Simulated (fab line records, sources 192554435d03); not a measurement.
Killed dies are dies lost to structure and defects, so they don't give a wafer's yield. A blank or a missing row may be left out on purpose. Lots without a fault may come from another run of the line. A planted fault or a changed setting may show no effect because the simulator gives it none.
Chamber matching | flow n5_finfet | N5_BEOL_M12_TRENCH_ETCH_34 on rie_diel-01: 4 sister chambers
The step etches SiOC in C4F8/O2/Ar, target depth 318.95 nm, time 125.5 s. 16 wafers are shown with their chamber, then 8 later ones without.

WAFERS WITH THEIR CHAMBER
wafer  | chamber | throttle_valve_pct (%) | oes_product_au (a.u.) | drypump_motor_current_A (A)
L075.2 | 1       | 23.96                  | 0.74                  | 6.1
L075.3 | 3       | 24.51                  | 0.85                  | 5.8
L075.4 | 1       | 23.94                  | 0.74                  | 6.1
L079.1 | 3       | 24.53                  | 0.83                  | 5.7
L079.4 | 1       | 23.99                  | 0.74                  | 6.1
L079.5 | 2       | 23.66                  | 0.92                  | 5.8
L078.1 | 2       | 23.67                  | 0.93                  | 5.8
L078.2 | 0       | 23.87                  | 0.94                  | 5.6
L078.4 | 3       | 24.55                  | 0.84                  | 5.8
L081.3 | 0       | 23.88                  | 0.93                  | 5.5
L081.5 | 2       | 23.66                  | 0.92                  | 5.9
L081.6 | 3       | 24.53                  | 0.84                  | 5.8
L085.3 | 2       | 23.68                  | 0.90                  | 5.9
L085.5 | 0       | 23.90                  | 0.89                  | 5.5
L085.6 | 3       | 24.55                  | 0.81                  | 5.8
L083.3 | 1       | 24.00                  | 0.73                  | 6.1

SIGNATURES (means of the wafers above)
reading                 | chamber 0 | chamber 1 | chamber 2 | chamber 3 | scatter within a chamber
throttle_valve_pct      | 23.8833   | 23.9725   | 23.6675   | 24.5340   | 0.0186
oes_product_au          | 0.9200    | 0.7375    | 0.9175    | 0.8340    | 0.0155
drypump_motor_current_A | 5.533     | 6.100     | 5.850     | 5.780     | 0.0453
Rule: a wafer's distance from a chamber is the root of the sum, over the readings, of the square of ((its reading less the chamber's mean) divided by the reading's scatter). The wafer belongs to the nearest chamber; if the next one is less than 2 further off, it can't be placed. The scatter: the root of (the sum of the squares of (reading less its chamber's mean) over the shown wafers, divided by (wafers less chambers)).

WAFERS WITHOUT THEIR CHAMBER
wafer  | throttle_valve_pct (%) | oes_product_au (a.u.) | drypump_motor_current_A (A)
L083.4 | 23.88                  | 0.90                  | 5.5
L083.5 | 24.00                  | 0.72                  | 6.1
L084.4 | 24.54                  | 0.82                  | 5.8
L084.5 | 24.00                  | 0.73                  | 6.1
L084.6 | 23.89                  | 0.89                  | 5.5
L089.1 | 23.71                  | 0.88                  | 5.8
L089.2 | 23.92                  | 0.88                  | 5.5
L089.4 | 24.56                  | 0.81                  | 5.7

WHICH CHAMBER EACH WENT THROUGH
wafer  | from the rows above | in truth
L083.4 | 0                   | 0
L083.5 | 1                   | 1
L084.4 | 3                   | 3
L084.5 | 1                   | 1
L084.6 | 0                   | 0
L089.1 | 2                   | 2
L089.2 | 0                   | 0
L089.4 | 3                   | 3
Placed correctly: 8 of 8. Can't be placed from these rows: 0. Placed wrongly: 0.
